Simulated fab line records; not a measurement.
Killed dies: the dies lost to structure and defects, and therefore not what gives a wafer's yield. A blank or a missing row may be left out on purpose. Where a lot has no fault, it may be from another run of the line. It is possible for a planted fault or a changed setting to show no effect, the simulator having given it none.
fab line records	flow n5Finfet
record: lots: 24	wafers: 72	lastDay: 20
route steps=1938 shown BEOL_M5@1168 BEOL_M6@1209 BEOL_M7@1281
lots with no fault: from the same line, run without faults
startH: hours from the record's first day to the start of the lot's first wafer shown	waitH: how many hours have passed since the lot's step before this one	" identical to the entry in the row above	L1.1+2: one row covering several wafers at once	- no value, or no start was given	* or withheld: withheld	< > ~ a bound
route shown NAME@n: NAME is a module with steps in the file, n the number in the route of the first one	usual: average and standard deviation across the fault-free wafers	same: alike in all rows	chamber/n: place in a boat	sites: per-site readings	_std_site: standard deviation of those values	_edge_site: outer sites' mean less inner sites'	radiusMm: how far each site lies from the wafer's centre	mask NAME#n: copy n	behind: the tool/chamber that last shaped the wafer	hold: why the lot went on hold/how many hours it stayed there/how the hold came to an end	device: transistor that didn't switch, given as n, p or np	end of line: tests of these same wafers at the route's end	a step given without rows: its recipe and nothing more	killed: the dies lost at the first sort to structure and to defects; this is not the yield of the wafer	map: a wafer's dies, marking killed ones x, the rest . and places with no die _
set.NAME: the setting that was run; set.NAME@STEP: the one run at that earlier step	model.NAME: the simulator's own value behind a step, which no gauge read
the route's steps for a sample of lots (tables are steps, rows are wafers)
services: when a tool's chamber went out of use (startH, in hours from the record's first day, below 0 if earlier), for how many hours, and the reason
== steps ==
step: N5_BEOL_M5_CD_MEAS_35
recipe: targetCdNm: 28	targetCdYNm: 24	polarity: opening
usual: cdNm: 28.0/0.31
lot.wafer	tool	chamber	startH	waitH	cdNm
L074.1	cdSem-03	-	199.80	0.0	28.3
L074.4	"	-	"	"	28.0
L074.6	"	-	"	"	28.3
L076.2	cdSem-03	-	201.61	0.0	28.6
L076.3	"	-	"	"	28.3
L076.5	"	-	"	"	28.8
L075.1	cdSem-03	-	212.04	0.0	28.2
L075.4	"	-	"	"	28.5
L075.5	"	-	"	"	27.7
L079.4	cdSem-02	-	229.31	0.0	28.3
L079.5	"	-	"	"	27.7
L079.6	"	-	"	"	27.3
L077.1	cdSem-02	-	229.49	0.0	28.0
L077.4	"	-	"	"	28.0
L077.5	"	-	"	"	27.8
L078.1	cdSem-01	-	235.69	0.0	28.2
L078.4	"	-	"	"	28.2
L078.6	"	-	"	"	27.9
L081.1	cdSem-01	-	235.74	0.0	28.0
L081.4	"	-	"	"	28.3
L081.5	"	-	"	"	27.8
L080.2	cdSem-01	-	241.46	0.0	28.0
L080.3	"	-	"	"	27.2
L080.6	"	-	"	"	27.8
L083.1	cdSem-03	-	252.41	0.0	28.0
L083.4	"	-	"	"	28.0
L083.6	"	-	"	"	27.8
L082.1	cdSem-02	-	259.58	0.0	28.2
L082.5	"	-	"	"	28.2
L082.6	"	-	"	"	28.2
L084.2	cdSem-03	-	268.23	0.0	27.7
L084.3	"	-	"	"	28.3
L084.5	"	-	"	"	28.2
L086.1	cdSem-02	-	274.72	0.0	28.0
L086.4	"	-	"	"	27.7
L086.5	"	-	"	"	27.5
L085.3	cdSem-03	-	274.87	0.0	28.2
L085.4	"	-	"	"	27.9
L085.5	"	-	"	"	28.0
L087.4	cdSem-02	-	282.99	0.0	27.9
L087.5	"	-	"	"	28.1
L087.6	"	-	"	"	27.7
L089.3	cdSem-02	-	283.04	0.0	28.0
L089.4	"	-	"	"	27.8
L089.6	"	-	"	"	28.0
L088.1	cdSem-02	-	301.40	0.0	27.7
L088.4	"	-	"	"	27.9
L088.6	"	-	"	"	27.9
L090.1	cdSem-02	-	304.47	0.0	28.2
L090.5	"	-	"	"	28.2
L090.6	"	-	"	"	27.7
L091.2	cdSem-02	-	304.93	0.0	28.1
L091.3	"	-	"	"	28.2
L091.4	"	-	"	"	27.9
L092.2	cdSem-01	-	310.60	0.0	28.3
L092.4	"	-	"	"	28.1
L092.5	"	-	"	"	28.4
L093.2	cdSem-03	-	314.27	0.0	27.7
L093.3	"	-	"	"	27.4
L093.4	"	-	"	"	28.1
L094.2	cdSem-02	-	323.37	0.0	28.2
L094.4	"	-	"	"	28.3
L094.5	"	-	"	"	28.2
L095.1	cdSem-03	-	344.68	0.0	28.3
L095.3	"	-	"	"	28.3
L095.6	"	-	"	"	27.8
L096.2	cdSem-02	-	350.99	0.0	28.0
L096.4	"	-	"	"	28.2
L096.6	"	-	"	"	27.7
L097.1	cdSem-01	-	356.60	0.0	28.1
L097.2	"	-	"	"	27.7
L097.5	"	-	"	"	28.1
step: N5_BEOL_M5_PRE_CLEAN_45
recipe: gas: H2/He	timeS: 30	tempC: 250
usual: heaterPowerW: 329/20
lot.wafer	tool	chamber	startH	waitH	heaterPowerW
L074.1	pvdSputter-01	-	200.36	0.0	299
L074.4	"	-	"	"	347
L074.6	"	-	"	"	293
L076.2	pvdSputter-03	-	202.08	0.0	314
L076.3	"	-	"	"	347
L076.5	"	-	"	"	346
L075.1	pvdSputter-03	-	212.53	0.0	318
L075.4	"	-	"	"	363
L075.5	"	-	"	"	321
L079.4	pvdSputter-02	-	229.95	0.0	346
L079.5	"	-	"	"	352
L079.6	"	-	"	"	340
L077.1	pvdSputter-02	-	230.45	0.0	348
L077.4	"	-	"	"	362
L077.5	"	-	"	"	327
L078.1	pvdSputter-03	-	236.13	0.0	299
L078.4	"	-	"	"	322
L078.6	"	-	"	"	302
L081.1	pvdSputter-03	-	236.21	0.0	354
L081.4	"	-	"	"	299
L081.5	"	-	"	"	297
L080.2	pvdSputter-02	-	242.13	0.0	348
L080.3	"	-	"	"	329
L080.6	"	-	"	"	315
L083.1	pvdSputter-03	-	254.30	0.0	328
L083.4	"	-	"	"	324
L083.6	"	-	"	"	324
L082.1	pvdSputter-03	-	260.16	0.0	331
L082.5	"	-	"	"	303
L082.6	"	-	"	"	321
L084.2	pvdSputter-02	-	268.69	0.0	352
L084.3	"	-	"	"	353
L084.5	"	-	"	"	347
L085.3	pvdSputter-02	-	275.27	0.0	324
L085.4	"	-	"	"	351
L085.5	"	-	"	"	314
L086.1	pvdSputter-01	-	275.42	0.0	328
L086.4	"	-	"	"	335
L086.5	"	-	"	"	322
L087.4	pvdSputter-01	-	283.38	0.0	326
L087.5	"	-	"	"	333
L087.6	"	-	"	"	296
L089.3	pvdSputter-02	-	283.55	0.0	348
L089.4	"	-	"	"	350
L089.6	"	-	"	"	324
L088.1	pvdSputter-03	-	301.85	0.0	338
L088.4	"	-	"	"	324
L088.6	"	-	"	"	323
L090.1	pvdSputter-03	-	305.53	0.0	298
L090.5	"	-	"	"	359
L090.6	"	-	"	"	318
L091.2	pvdSputter-03	-	305.61	0.0	329
L091.3	"	-	"	"	298
L091.4	"	-	"	"	350
L092.2	pvdSputter-01	-	311.02	0.0	320
L092.4	"	-	"	"	289
L092.5	"	-	"	"	337
L093.2	pvdSputter-02	-	315.28	0.0	346
L093.3	"	-	"	"	354
L093.4	"	-	"	"	326
L094.2	pvdSputter-01	-	325.39	0.0	342
L094.4	"	-	"	"	294
L094.5	"	-	"	"	330
L095.1	pvdSputter-01	-	345.16	0.0	343
L095.3	"	-	"	"	324
L095.6	"	-	"	"	348
L096.2	pvdSputter-03	-	351.73	0.0	331
L096.4	"	-	"	"	348
L096.6	"	-	"	"	331
L097.1	pvdSputter-01	-	357.06	0.0	327
L097.2	"	-	"	"	336
L097.5	"	-	"	"	326
step: N5_BEOL_M6_INSPECT_13
recipe: mode: adi	inspectInstrument: brightfield
usual: rawDefectCount: 397/86
lot.wafer	tool	chamber	startH	waitH	rawDefectCount
L074.1	defectInspect-01	-	210.21	0.0	385
L074.4	"	-	"	"	430
L074.6	"	-	"	"	380
L076.2	defectInspect-02	-	218.87	0.0	371
L076.3	"	-	"	"	366
L076.5	"	-	"	"	396
L075.1	defectInspect-02	-	219.73	0.0	325
L075.4	"	-	"	"	365
L075.5	"	-	"	"	412
L079.4	defectInspect-01	-	241.26	0.0	371
L079.5	"	-	"	"	525
L079.6	"	-	"	"	487
L077.1	defectInspect-02	-	241.46	0.0	264
L077.4	"	-	"	"	354
L077.5	"	-	"	"	234
L078.1	defectInspect-02	-	244.85	0.0	424
L078.4	"	-	"	"	347
L078.6	"	-	"	"	366
L081.1	defectInspect-02	-	245.08	0.0	482
L081.4	"	-	"	"	649
L081.5	"	-	"	"	423
L080.2	defectInspect-02	-	250.65	0.0	415
L080.3	"	-	"	"	354
L080.6	"	-	"	"	489
L083.1	defectInspect-01	-	265.22	0.0	367
L083.4	"	-	"	"	419
L083.6	"	-	"	"	297
L082.1	defectInspect-01	-	275.07	0.0	362
L082.5	"	-	"	"	358
L082.6	"	-	"	"	405
L084.2	defectInspect-01	-	279.96	0.0	384
L084.3	"	-	"	"	285
L084.5	"	-	"	"	235
L085.3	defectInspect-02	-	290.83	0.0	450
L085.4	"	-	"	"	494
L085.5	"	-	"	"	486
L086.1	defectInspect-01	-	291.00	0.0	487
L086.4	"	-	"	"	505
L086.5	"	-	"	"	462
L087.4	defectInspect-01	-	294.91	0.0	195
L087.5	"	-	"	"	350
L087.6	"	-	"	"	338
L089.3	defectInspect-02	-	295.10	0.0	393
L089.4	"	-	"	"	541
L089.6	"	-	"	"	538
L088.1	defectInspect-02	-	311.14	0.0	442
L088.4	"	-	"	"	461
L088.6	"	-	"	"	465
L090.1	defectInspect-02	-	314.89	0.0	410
L090.5	"	-	"	"	499
L090.6	"	-	"	"	398
L091.2	defectInspect-01	-	315.11	0.0	318
L091.3	"	-	"	"	385
L091.4	"	-	"	"	330
L092.2	defectInspect-02	-	322.70	0.0	396
L092.4	"	-	"	"	356
L092.5	"	-	"	"	479
L093.2	defectInspect-01	-	323.12	0.0	297
L093.3	"	-	"	"	199
L093.4	"	-	"	"	487
L094.2	defectInspect-02	-	333.53	0.0	314
L094.4	"	-	"	"	337
L094.5	"	-	"	"	269
L095.1	defectInspect-01	-	356.42	0.0	423
L095.3	"	-	"	"	364
L095.6	"	-	"	"	354
L096.2	defectInspect-02	-	360.48	0.0	390
L096.4	"	-	"	"	426
L096.6	"	-	"	"	364
L097.1	defectInspect-02	-	364.88	0.0	463
L097.2	"	-	"	"	425
L097.5	"	-	"	"	517
step: N5_BEOL_M7_ETCH_62
recipe: chemistry: N2/H2	target: SOC	targetDepthA: 1100	overetchA: 220	maskMaterial: SiARC	tempC: 40	timeS: 165	ionEnergyEv: 200	pressureMtorr: 30	sourceW: 840	biasW: 150	n2FlowSccm: 200	h2FlowSccm: 200
usual: drypumpMotorCurrentA: 5.8/0.53	n2FlowSccm: 199.9/0.61	oesProductAu: 0.67/0.064	rfVppV: 523.3/2.2	showerheadPlenumPTorr: 2.52/0.077	throttleValvePct: 17.71/0.17
lot.wafer	tool	chamber	startH	waitH	drypumpMotorCurrentA	n2FlowSccm	oesProductAu	rfHoursCounterH	rfVppV	showerheadPlenumPTorr	throttleValvePct
L074.1	rieDiel-06	2	215.93	0.0	6.6	200.1	0.59	244	523.2	2.50	18.02
L074.4	"	3	"	"	5.9	198.9	0.68	112	520.3	2.45	17.93
L074.6	"	3	"	"	5.8	200.0	0.67	-	520.3	2.45	17.94
L076.2	rieDiel-06	3	229.73	0.0	5.9	201.1	0.67	116	521.0	2.45	17.95
L076.3	"	2	"	"	6.6	198.9	0.60	249	523.6	2.49	18.03
L076.5	"	2	"	"	6.6	198.3	0.59	-	521.4	2.49	18.04
L075.1	rieDiel-05	3	229.99	0.0	5.8	199.7	0.63	160	527.4	2.65	17.53
L075.4	"	2	"	"	5.3	200.1	0.76	43	522.7	2.49	17.67
L075.5	"	3	"	"	5.8	200.1	0.63	-	525.8	2.65	17.51
L079.4	rieDiel-06	0	251.32	0.1	6.2	199.8	0.59	-	523.0	2.51	17.84
L079.5	"	3	"	"	5.9	200.1	0.67	-	521.0	2.45	17.97
L079.6	"	1	"	"	5.3	199.2	0.67	-	523.3	2.45	17.75
L077.1	rieDiel-05	3	251.49	0.0	5.8	199.3	0.63	167	526.4	2.65	17.53
L077.4	"	2	"	"	5.3	200.3	0.74	49	523.0	2.48	17.69
L077.5	"	2	"	"	5.3	200.3	0.74	-	523.8	2.48	17.68
L081.1	rieDiel-02	0	251.83	0.0	5.8	200.2	0.67	114	524.7	2.55	17.38
L081.4	"	3	"	"	4.7	200.2	0.68	83	521.7	2.47	17.56
L081.5	"	2	"	"	6.1	198.5	0.67	-	525.2	2.57	17.85
L078.1	rieDiel-06	1	252.44	0.0	5.3	200.1	0.67	113	521.5	2.45	17.75
L078.4	"	1	"	"	5.2	199.5	0.67	-	520.2	2.45	17.75
L078.6	"	3	"	"	5.9	200.3	0.67	-	522.8	2.45	17.96
L080.2	rieDiel-02	2	257.56	0.0	6.1	199.7	0.67	89	525.4	2.57	17.86
L080.3	"	3	"	"	4.8	200.1	0.68	85	520.2	2.47	17.55
L080.6	"	2	"	"	6.1	198.9	0.66	-	524.7	2.57	17.85
L083.1	rieDiel-06	1	275.54	0.0	5.3	199.9	0.66	121	520.9	2.45	17.78
L083.4	"	2	"	"	6.6	199.0	0.84	-	522.6	2.49	17.63
L083.6	"	3	"	"	5.8	199.7	0.65	-	522.4	2.45	17.98
L082.1	rieDiel-02	1	285.91	0.0	6.4	199.7	0.70	62	527.0	2.69	17.81
L082.5	"	1	"	"	6.4	200.4	0.71	-	527.2	2.69	17.81
L082.6	"	2	"	"	6.1	198.7	0.66	-	524.1	2.56	17.86
L084.2	rieDiel-05	3	291.05	0.0	5.8	199.1	0.62	176	526.2	2.64	17.56
L084.3	"	0	"	"	5.0	200.1	0.63	189	527.5	2.64	17.68
L084.5	"	2	"	"	5.3	200.4	0.73	-	522.3	2.48	17.68
L085.3	rieDiel-06	0	299.19	0.0	6.2	199.1	0.81	4	523.4	2.51	17.40
L085.4	"	2	"	"	6.6	200.6	0.82	8	523.5	2.49	17.63
L085.5	"	2	"	"	6.6	200.6	0.82	-	522.5	2.49	17.63
L086.1	rieDiel-06	0	299.45	0.0	6.2	199.4	0.82	4	522.9	2.51	17.41
L086.4	"	1	"	"	5.2	200.3	0.66	128	521.0	2.45	17.80
L086.5	"	2	"	"	6.6	200.0	0.81	-	520.5	2.49	17.63
L087.4	rieDiel-06	3	305.14	0.0	5.9	199.9	0.65	143	520.5	2.44	17.99
L087.5	"	3	"	"	5.9	200.7	0.64	-	521.0	2.44	18.00
L087.6	"	2	"	"	6.6	200.3	0.80	-	522.7	2.49	17.67
L089.3	rieDiel-05	1	305.33	0.0	6.0	199.9	0.61	189	524.2	2.51	17.48
L089.4	"	3	"	"	5.8	200.7	0.62	182	525.7	2.64	17.56
L089.6	"	2	"	"	5.3	199.9	0.73	-	522.2	2.48	17.69
L088.1	rieDiel-05	0	320.26	0.0	5.0	200.9	0.63	195	523.4	2.64	17.70
L088.4	"	3	"	"	5.8	200.8	0.61	185	527.2	2.64	17.59
L088.6	"	2	"	"	5.3	200.2	0.72	-	522.2	2.48	17.70
L090.1	rieDiel-05	0	323.51	0.0	5.0	200.7	0.63	197	526.8	2.64	17.69
L090.5	"	3	"	"	5.8	200.2	0.62	-	525.9	2.64	17.58
L090.6	"	0	"	"	5.0	199.9	0.62	-	526.1	2.64	17.67
L091.2	rieDiel-05	0	323.76	0.0	5.0	199.2	0.63	197	527.3	2.64	17.69
L091.3	"	1	"	"	6.0	200.8	0.61	193	524.0	2.51	17.50
L091.4	"	2	"	"	5.3	200.8	0.73	69	522.4	2.47	17.72
L092.2	rieDiel-06	0	329.76	0.0	6.2	200.5	0.81	8	522.7	2.51	17.43
L092.4	"	2	"	"	6.6	199.3	0.78	20	521.2	2.49	17.65
L092.5	"	3	"	"	5.8	199.6	0.65	-	520.2	2.44	18.03
L093.2	rieDiel-02	2	331.78	0.0	6.1	199.5	0.65	114	524.0	2.56	17.89
L093.3	"	1	"	"	6.4	199.1	0.69	77	528.6	2.68	17.81
L093.4	"	3	"	"	4.7	200.0	0.66	109	521.4	2.46	17.59
L094.2	rieDiel-06	0	341.88	0.0	6.2	200.3	0.78	13	524.2	2.51	17.43
L094.4	"	3	"	"	5.9	199.0	0.64	157	520.5	2.44	18.01
L094.5	"	2	"	"	6.6	199.7	0.77	-	521.1	2.48	17.66
L095.1	rieDiel-05	1	365.79	0.0	6.0	198.6	0.61	205	525.2	2.51	17.50
L095.3	"	0	"	"	5.0	199.9	0.62	209	526.3	2.63	17.71
L095.6	"	2	"	"	5.3	199.8	0.71	-	522.4	2.47	17.72
L096.2	rieDiel-02	0	368.08	0.0	5.8	199.8	0.64	148	523.5	2.54	17.46
L096.4	"	1	"	"	6.4	200.0	0.67	89	527.2	2.68	17.83
L096.6	"	3	"	"	4.7	200.3	0.65	-	521.3	2.45	17.61
L097.1	rieDiel-06	0	371.37	0.0	6.2	200.3	0.77	22	521.6	2.50	17.44
L097.2	"	2	"	"	6.6	199.0	0.76	33	522.7	2.48	17.68
L097.5	"	1	"	"	5.2	199.7	0.64	-	521.5	2.44	17.84
step: N5_BEOL_M7_STRIP_36
recipe: chemistry: N2/H2	powerW: 450	tempC: 40	pressureMtorr: 20	rfFrequencyHz: 6e+07	overashFraction: 0.3	biasPowerW: 7	h2Frac: 0.5	n2FlowSccm: 200	h2FlowSccm: 200
usual: biasPowerW: 6.997/0.02	drypumpMotorCurrentA: 5.6/0.54	n2FlowSccm: 199.9/0.56	oesProductAu: 0.78/0.052	rfVppV: 59.0/1.5	showerheadPlenumPTorr: 2.54/0.08	throttleValvePct: 23.42/0.24
lot.wafer	tool	chamber	startH	waitH	biasPowerW	drypumpMotorCurrentA	n2FlowSccm	oesProductAu	rfHoursCounterH	rfVppV	showerheadPlenumPTorr	throttleValvePct
L074.1	rieDiel-02	2	218.40	0.0	7.000	6.1	200.1	0.81	77	56.9	2.57	23.66
L074.4	"	3	"	"	6.978	4.8	198.6	0.82	73	58.9	2.47	23.29
L074.6	"	1	"	"	7.019	6.4	200.3	0.87	-	55.9	2.69	23.75
L076.2	rieDiel-05	1	232.36	0.0	6.998	6.0	201.0	0.73	170	58.5	2.52	23.07
L076.3	"	2	"	"	6.980	5.3	200.0	0.89	44	58.2	2.48	23.57
L076.5	"	2	"	"	6.985	5.3	200.7	0.89	-	60.1	2.48	23.61
L075.1	rieDiel-05	0	233.37	0.0	6.990	5.0	200.0	0.75	175	63.0	2.64	23.30
L075.4	"	1	"	"	7.009	6.0	198.4	0.73	170	58.5	2.52	23.06
L075.5	"	3	"	"	7.015	5.8	199.1	0.75	-	59.4	2.65	23.22
L078.1	rieDiel-06	3	254.28	0.0	6.988	5.8	199.9	0.78	126	59.2	2.44	23.79
L078.4	"	1	"	"	7.039	5.2	199.8	0.79	-	61.2	2.45	23.55
L078.6	"	3	"	"	6.984	5.8	200.5	0.78	-	59.5	2.44	23.78
L077.1	rieDiel-02	0	254.75	0.0	6.951	5.8	199.6	0.78	114	59.8	2.55	23.07
L077.4	"	3	"	"	7.013	4.7	200.3	0.82	83	58.2	2.46	23.33
L077.5	"	3	"	"	6.976	4.7	201.0	0.81	-	60.4	2.46	23.31
L079.4	rieDiel-05	2	254.89	0.0	6.984	5.3	200.1	0.86	50	58.0	2.48	23.60
L079.5	"	3	"	"	7.001	5.8	199.9	0.73	-	59.3	2.64	23.23
L079.6	"	2	"	"	6.995	5.3	200.0	0.87	-	60.4	2.48	23.58
L081.1	rieDiel-06	3	255.19	0.0	7.004	5.8	199.7	0.77	127	61.4	2.44	23.79
L081.4	"	3	"	"	7.000	5.8	200.9	0.79	-	58.1	2.44	23.77
L081.5	"	1	"	"	6.982	5.2	199.6	0.79	-	59.1	2.45	23.53
L080.2	rieDiel-05	2	258.83	0.0	6.991	5.3	200.2	0.90	51	57.5	2.48	23.58
L080.3	"	1	"	"	7.005	6.0	199.1	0.73	177	59.0	2.52	23.10
L080.6	"	3	"	"	6.969	5.8	199.5	0.74	-	59.5	2.64	23.24
L083.1	rieDiel-05	0	282.24	0.0	7.025	5.0	199.5	0.74	188	59.7	2.64	23.34
L083.4	"	1	"	"	6.989	6.0	200.1	0.73	181	59.0	2.51	23.09
L083.6	"	1	"	"	6.996	6.0	198.8	0.72	-	63.0	2.51	23.08
L082.1	rieDiel-02	3	289.88	0.0	7.008	4.7	200.8	0.80	94	59.2	2.46	23.33
L082.5	"	2	"	"	7.004	6.1	199.2	0.80	-	56.7	2.56	23.65
L082.6	"	3	"	"	7.029	4.7	200.1	0.78	-	56.8	2.46	23.34
L084.2	rieDiel-05	2	294.38	0.0	6.991	5.3	200.3	0.88	59	57.0	2.47	23.62
L084.3	"	1	"	"	6.982	6.0	199.1	0.73	184	59.7	2.51	23.08
L084.5	"	3	"	"	6.985	5.8	200.5	0.73	-	58.0	2.64	23.25
L086.1	rieDiel-05	2	300.98	0.0	6.992	5.3	200.2	0.87	62	56.8	2.47	23.59
L086.4	"	1	"	"	6.985	6.0	200.5	0.72	-	60.9	2.51	23.10
L086.5	"	3	"	"	7.018	5.8	199.9	0.72	-	58.5	2.64	23.26
L085.3	rieDiel-02	3	301.18	0.0	6.993	4.7	200.4	0.80	97	59.1	2.46	23.32
L085.4	"	1	"	"	6.988	6.4	199.6	0.84	67	60.8	2.68	23.74
L085.5	"	3	"	"	6.995	4.8	200.8	0.81	-	59.2	2.46	23.34
L089.3	rieDiel-02	2	307.69	0.0	6.987	6.1	198.9	0.78	104	59.3	2.56	23.64
L089.4	"	0	"	"	6.991	5.7	200.1	0.78	128	59.6	2.54	23.08
L089.6	"	2	"	"	6.991	6.1	199.8	0.79	-	59.9	2.56	23.68
L087.4	rieDiel-02	2	308.09	0.0	6.970	6.1	199.9	0.79	104	60.0	2.56	23.68
L087.5	"	3	"	"	7.047	4.7	200.1	0.78	-	59.8	2.46	23.37
L087.6	"	0	"	"	7.001	5.8	199.3	0.78	-	60.8	2.54	23.09
L088.1	rieDiel-02	0	322.85	0.0	6.970	5.8	200.6	0.78	135	59.8	2.54	23.09
L088.4	"	1	"	"	6.990	6.4	199.5	0.83	74	60.8	2.68	23.77
L088.6	"	3	"	"	7.023	4.7	199.6	0.77	-	55.8	2.45	23.32
L091.2	rieDiel-02	0	326.02	0.0	7.000	5.8	199.2	0.78	136	58.6	2.54	23.08
L091.3	"	1	"	"	6.987	6.4	199.6	0.83	75	58.7	2.68	23.78
L091.4	"	2	"	"	6.991	6.1	200.9	0.78	111	59.4	2.55	23.66
L090.1	rieDiel-05	2	326.06	0.0	7.015	5.3	200.0	0.85	70	57.2	2.47	23.59
L090.5	"	2	"	"	7.016	5.3	199.2	0.85	-	59.0	2.47	23.61
L090.6	"	1	"	"	7.020	6.0	200.7	0.71	-	61.3	2.51	23.07
L092.2	rieDiel-02	0	331.53	0.0	7.005	5.7	199.4	0.78	137	62.6	2.54	23.12
L092.4	"	3	"	"	7.019	4.7	199.6	0.79	109	57.6	2.45	23.33
L092.5	"	3	"	"	6.973	4.8	199.8	0.79	-	56.8	2.45	23.32
L093.2	rieDiel-02	0	332.82	0.0	7.001	5.8	199.1	0.78	138	59.5	2.54	23.15
L093.3	"	2	"	"	6.988	6.1	199.1	0.78	114	56.7	2.55	23.69
L093.4	"	3	"	"	7.015	4.7	200.4	0.78	110	57.3	2.45	23.35
L094.2	rieDiel-06	3	343.94	0.0	7.023	5.9	200.1	0.75	158	60.9	2.43	23.83
L094.4	"	0	"	"	7.016	6.2	199.7	0.95	14	57.9	2.50	23.27
L094.5	"	3	"	"	7.001	5.8	199.5	0.75	-	58.0	2.43	23.81
L095.1	rieDiel-05	2	367.32	0.0	6.983	5.3	200.7	0.84	82	57.9	2.46	23.59
L095.3	"	3	"	"	6.997	5.8	199.4	0.71	200	60.3	2.63	23.27
L095.6	"	3	"	"	6.956	5.8	198.9	0.71	-	59.3	2.63	23.27
L096.2	rieDiel-02	1	369.76	0.0	7.009	6.4	200.2	0.81	90	58.9	2.67	23.80
L096.4	"	0	"	"	7.005	5.8	200.0	0.78	148	60.1	2.53	23.13
L096.6	"	0	"	"	7.033	5.8	200.2	0.76	-	56.5	2.53	23.13
L097.1	rieDiel-02	1	373.87	0.0	7.006	6.4	200.8	0.80	91	59.0	2.67	23.79
L097.2	"	0	"	"	6.988	5.8	200.9	0.77	149	58.5	2.53	23.13
L097.5	"	0	"	"	7.002	5.8	199.8	0.76	-	59.6	2.53	23.12
step: N5_BEOL_M7_ANNEAL_51
recipe: tempC: 225	timeS: 90	ambient: N2
usual: wafer_temp_C_max: 225.69/0.21
lot.wafer	tool	chamber	startH	waitH	wafer_temp_C_max
L074.1	rtpAnneal-01	0	221.87	0.1	225.65
L074.4	"	0	"	"	225.64
L074.6	"	0	"	"	225.44
L076.2	rtpAnneal-01	0	234.75	0.1	225.59
L076.3	"	0	"	"	225.37
L076.5	"	0	"	"	225.85
L075.1	rtpAnneal-01	0	235.79	0.1	226.01
L075.4	"	0	"	"	225.78
L075.5	"	0	"	"	225.82
L078.1	rtpAnneal-01	0	256.73	0.5	225.74
L078.4	"	0	"	"	225.66
L078.6	"	0	"	"	225.70
L077.1	rtpAnneal-01	0	257.27	0.7	225.70
L077.4	"	0	"	"	225.52
L077.5	"	0	"	"	225.60
L079.4	rtpAnneal-02	0	257.41	0.8	225.55
L079.5	"	0	"	"	226.17
L079.6	"	0	"	"	225.47
L081.1	rtpAnneal-02	0	257.55	0.4	225.57
L081.4	"	0	"	"	225.47
L081.5	"	0	"	"	225.49
L080.2	rtpAnneal-01	0	261.04	0.1	225.83
L080.3	"	0	"	"	226.11
L080.6	"	0	"	"	225.92
L083.1	rtpAnneal-02	0	285.32	0.4	225.86
L083.4	"	0	"	"	226.03
L083.6	"	0	"	"	225.62
L082.1	rtpAnneal-02	0	292.37	0.4	225.31
L082.5	"	0	"	"	225.43
L082.6	"	0	"	"	225.52
L084.2	rtpAnneal-01	0	297.21	0.6	225.67
L084.3	"	0	"	"	225.67
L084.5	"	0	"	"	225.73
L086.1	rtpAnneal-02	0	303.97	0.1	225.59
L086.4	"	0	"	"	225.60
L086.5	"	0	"	"	225.79
L085.3	rtpAnneal-02	0	304.47	0.2	226.02
L085.4	"	0	"	"	225.77
L085.5	"	0	"	"	225.58
L089.3	rtpAnneal-01	0	310.24	0.1	225.65
L089.4	"	0	"	"	225.90
L089.6	"	0	"	"	225.91
L087.4	rtpAnneal-01	0	310.58	0.2	225.50
L087.5	"	0	"	"	225.56
L087.6	"	0	"	"	225.73
L088.1	rtpAnneal-01	0	325.79	0.1	225.83
L088.4	"	0	"	"	225.88
L088.6	"	0	"	"	225.56
L091.2	rtpAnneal-02	0	328.48	0.6	225.76
L091.3	"	0	"	"	225.51
L091.4	"	0	"	"	225.35
L090.1	rtpAnneal-02	0	328.71	0.1	225.80
L090.5	"	0	"	"	225.65
L090.6	"	0	"	"	225.81
L092.2	rtpAnneal-01	0	333.87	0.2	225.75
L092.4	"	0	"	"	225.66
L092.5	"	0	"	"	225.96
L093.2	rtpAnneal-01	0	334.50	0.1	225.94
L093.3	"	0	"	"	225.68
L093.4	"	0	"	"	225.84
L094.2	rtpAnneal-02	0	347.63	0.3	225.73
L094.4	"	0	"	"	225.69
L094.5	"	0	"	"	226.08
L095.1	rtpAnneal-02	0	369.19	0.2	225.26
L095.3	"	0	"	"	225.89
L095.6	"	0	"	"	225.41
L096.2	rtpAnneal-02	0	371.59	0.1	225.24
L096.4	"	0	"	"	225.75
L096.6	"	0	"	"	225.34
L097.1	rtpAnneal-02	0	375.41	0.1	225.76
L097.2	"	0	"	"	225.85
L097.5	"	0	"	"	225.70
== services ==
tool	chamber	startH	hours	kind
rieDiel-02	0	191.16	13.6	repair
rieDiel-06	2	235.12	-	clean
rieDiel-06	2	235.12	-	consumableReplace:focusRing
rieDiel-06	2	235.12	34.8	scheduledDown
rieDiel-06	2	235.12	34.8	ventCycle
rieDiel-05	1	268.62	5.2	repair
rieDiel-06	0	269.92	-	clean
rieDiel-06	0	269.92	-	consumableReplace:focusRing
rieDiel-06	0	269.92	19.5	scheduledDown
rieDiel-06	0	269.92	19.5	ventCycle
pvdSputter-02	-	295.39	5.2	repair
rieDiel-05	0	295.90	7.5	repair
rieDiel-02	-	306.21	0.9	repair
rieDiel-05	-	311.94	4.3	pm
rieDiel-06	0	313.92	13.7	repair
rieDiel-05	-	332.69	0.7	repair
pvdSputter-02	-	366.81	8.6	repair
== key ==
fault none
